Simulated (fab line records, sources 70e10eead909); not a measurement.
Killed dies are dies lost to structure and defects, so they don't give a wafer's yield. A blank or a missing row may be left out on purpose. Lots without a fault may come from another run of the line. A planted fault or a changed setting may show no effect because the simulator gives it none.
One fault seen from 2 desks | flow nand_harc | each desk has only its own numbers; what lay behind them comes last

THE TOOL OWNER'S DESK: rie_diel-12
The tool's own readings at NHARC_A_CHANNEL_FILL_D1_ETCHBACK_08 (etches the open film in C4F8, target depth 220 nm, time 110 s): means of the sampled wafers that have a number, for each lot that ran on this tool. A lot is out of limits, marked OUT, if its mean lies more than 4 standard deviations from the usual mean; the brackets give that distance.
Columns: A = oes_product_au at NHARC_A_CHANNEL_FILL_D1_ETCHBACK_08, usual 0.96 a.u.; B = rf_vpp_V at NHARC_A_CHANNEL_FILL_D1_ETCHBACK_08, usual 440 V; C = run_length_s at NHARC_A_CHANNEL_FILL_D1_ETCHBACK_08, usual 131.3 s
lot  | first seen here | A    | B   | C
L131 | day 15 01:26    | 0.99 | 439 | 131.9
L132 | day 15 20:21    | 0.97 | 440 | 131.7
L133 | day 16 00:37    | 0.99 | 440 | 131.7
L134 | day 16 21:03    | 0.93 | 439 | 132.9
L135 | day 17 00:39    | 0.92 | 442 | 133.0 (+4.2) OUT
This desk's finding: out of limits on L135; first on L135, day 17 00:39 (run_length_s at NHARC_A_CHANNEL_FILL_D1_ETCHBACK_08). In limits: L131, L132, L133, L134.

THE METROLOGY DESK
What the gauges read, lot by lot, whatever tool the lot ran on: means of the sampled wafers that have a number. A lot is out of limits, marked OUT, if its mean lies more than 4 standard deviations from the usual mean; the brackets give that distance.
Columns: A = cd_nm at NHARC_A_CHANNEL_HOLE_D1_CD_MEAS_30, usual 89.6 nm
lot  | first seen here | A
L120 | day 8 13:26     | 89.3
L121 | day 9 06:08     | 90.8
L122 | day 9 12:06     | 89.4
L123 | day 9 23:49     | 89.6
L124 | day 10 14:56    | 89.0
L127 | day 11 06:02    | 87.6
L129 | day 12 06:13    | 89.1
L131 | day 13 07:15    | 89.0
L132 | day 13 22:34    | 89.7
L133 | day 14 04:44    | 91.0
L134 | day 15 03:10    | 90.4
L135 | day 15 04:06    | 89.5
L142 | day 17 23:12    | 89.6
This desk's finding: nothing out of limits on any of the 13 lots.

PUT TOGETHER
The tool owner's desk could have raised an alarm at day 17 00:39, on L135.
The metrology desk saw nothing out of limits.
The metrology desk has L135 on record, within its limits.
Of the lots named, all ran NHARC_A_CHANNEL_FILL_D1_ETCHBACK_08 on rie_diel-12.

WHAT THE SIMULATOR HAD PUT IN
Process parameter drift: rie_diel-12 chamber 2, from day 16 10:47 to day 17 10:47, at NHARC_A_CHANNEL_FILL_D1_ETCHBACK_08. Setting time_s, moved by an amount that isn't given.
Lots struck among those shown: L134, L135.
Hours from the fault's start to each desk's first reading out of limits: the tool owner's desk, 14.
